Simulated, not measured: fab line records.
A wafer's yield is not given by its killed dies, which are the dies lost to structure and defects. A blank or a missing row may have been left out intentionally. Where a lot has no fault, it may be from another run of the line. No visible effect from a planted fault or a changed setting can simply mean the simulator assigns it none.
What tool caused it? -- flow nand-harc -- 12 lots, 36 wafers sampled, at 1 step of a route of 1302

WHAT THE GAUGES SHOWED, per wafer
NHARC_P_GATE_INSPECT_68.
lot,measured,on,raw-defect-count
L075,day 6 09:58,defect-inspect-01,201 215 259
L077,day 7 01:16,defect-inspect-01,139 170 195
L079,day 8 02:13,defect-inspect-02,244 342 193
L081,day 9 01:37,defect-inspect-02,238 158 244
L084,day 9 15:01,defect-inspect-02,275 433 300
L085,day 10 07:19,defect-inspect-02,241 177 324
L088,day 11 19:29,defect-inspect-01,378 205 171
L087,day 11 21:59,defect-inspect-01,129 111 99
L091,day 12 18:40,defect-inspect-01,84 165 106
L093,day 13 12:55,defect-inspect-01,105 197 158
L095,day 14 16:11,defect-inspect-02,136 94 140
L097,day 15 05:59,defect-inspect-02,183 270 175

TOOL THAT RAN EACH LOT (tool first, then ch and the chambers of the sampled wafers, then the start)
The record holds no process step before these readings.

THE ANSWER, worked out from the rows above alone
Rule: what is usual is taken from the lots themselves. The widest of any qualifying gaps counts: lots, ordered by their means at a reading, are off when they make up no more than a third of the lots, leave a main group of 4 or more, and stand apart from it by 3 or more times the standard deviation of that group's means. A main group whose means are all the same, to the digits that the tables above print for the reading, isn't used. Also off: a lot with no number at a reading for which 4 or more lots have one. Where the step has rows for the other lots, those lots are counted as sound.
Nothing can be told from this: no lot is off at any reading shown.

WHAT THE SIMULATOR HAD INSERTED
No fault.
